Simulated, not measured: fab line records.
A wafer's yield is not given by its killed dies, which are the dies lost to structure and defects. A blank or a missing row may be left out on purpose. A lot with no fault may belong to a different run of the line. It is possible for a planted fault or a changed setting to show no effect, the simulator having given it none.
A lot that was struck, set against a sound lot | flow nandHarc | 15 steps out of a route of 1302
Sound: these wafers, L585.2, L585.3, L585.5. Struck: wafers L595.4, L595.5. (L595.2 of the same lot was not struck and is left out.) The cause comes at the end.
At each step with rows: each side's tool, then ch and its chambers, then its first start. Under that, the readings that differ: sound wafers | struck wafers | difference of the means | sigmas: that difference in standard deviations of wafers without a fault.
alike: a reading whose means differ by less than 2 such deviations, as well as words and numbers matching on both sides. not compared: withheld readings; readings where some wafer has no value; bounds like >300 that might hide an equal value; numbers whose values overlap and for which the record gives no deviation.
A row with sigmas, a row that says differs or no value, or rows on one side alone: a step with any of these is where the two part. When numbers do not overlap yet have no deviation, they are printed without sigmas and do not part them. A reading that every wafer of one side lacks parts them only if that side has two wafers or more.

first, 7 steps without rows for these wafers: NHARC_A_BLC_COAT_03 (time 65 s); NHARC_A_BLC_COAT_04 (resist thk 90 nm); NHARC_A_BLC_SOFTBAKE_05 (time 55 s); NHARC_A_BLC_EBR_06; NHARC_A_BLC_EXPOSE_07 (exposes mask A BLC, target cd 100 nm); NHARC_A_BLC_PEB_08 (peb time 65 s); NHARC_A_BLC_DEVELOP_09 (develop time 35 s).
NHARC_A_BLC_CD_MEAS_10: target cd 100 nm.
  sound on cdSem-02 ch 0, day 23 03:56; struck on cdSem-03 ch 0, day 27 01:18
  alike: cdNm
NHARC_A_BLC_OVL_MEAS_11:
  sound on overlay-01 at day 23 04:01; struck on overlay-01 at day 27 01:23
  alike: overlayXNm, overlayYNm
NHARC_A_BLC_INSPECT_12:
  sound on defectInspect-02 at day 23 04:04; struck on defectInspect-01 at day 27 01:26
reading        | sound    | struck  | difference | sigmas
rawDefectCount | 13 22 22 | 147 128 | +118       | +3
NHARC_A_BLC_DESCUM_15: chemistry O2, time 3 s.
  sound on rieDiel-08 ch 0,1,2, day 23 04:08; struck on rieDiel-08 ch 1,2, day 27 01:30
  alike: drypumpMotorCurrentA, oesProductAu, rfVppV, showerheadPlenumPTorr, throttleValvePct
  not compared: rfHoursCounterH
NHARC_A_BLC_ETCH_16: etches the open film in CF4, target depth 39 nm, time 65 s.
  sound on rieDiel-08 ch 0,1,2, day 23 04:13; struck on rieDiel-08 ch 2, day 27 01:34
  alike: drypumpMotorCurrentA, oesProductAu, rfVppV, runLengthS, showerheadPlenumPTorr, throttleValvePct
  not compared: rfHoursCounterH
NHARC_A_BLC_ETCH_17: etches the open film in N2/H2, target depth 390 nm, time 609.38 s.
  sound on rieDiel-08 ch 0,2, day 23 04:20; struck on rieDiel-08 ch 0, day 27 01:43
reading        | sound             | struck      | difference | sigmas
runLengthS (s) | 630.4 630.9 630.2 | 490.4 490.6 | -140.0     | -99 or more
  alike: drypumpMotorCurrentA, n2FlowSccm, oesProductAu, rfVppV, showerheadPlenumPTorr, throttleValvePct
  not compared: rfHoursCounterH
NHARC_A_BLC_ETCH_18: etches the open film in C4F8/O2/Ar, target depth 910 nm.
  sound on rieDiel-08 ch 0,2; struck on rieDiel-08 ch 0,1
reading             | sound             | struck      | difference | sigmas
oesProductAu (a.u.) | 0.970 0.980 0.976 | 0.920 0.922 | -0.054     | -2
  alike: rfVppV
  not compared: rfHoursCounterH
NHARC_END_SORT_01:
  at this point the record logs the struck wafers (prober-02 ch 0, day 28 23:57) and has no rows for the sound ones

== WHERE THEY PART ==
Last at NHARC_END_SORT_01 as far as this record goes, first at NHARC_A_BLC_INSPECT_12.

WHY: what the simulator had put in
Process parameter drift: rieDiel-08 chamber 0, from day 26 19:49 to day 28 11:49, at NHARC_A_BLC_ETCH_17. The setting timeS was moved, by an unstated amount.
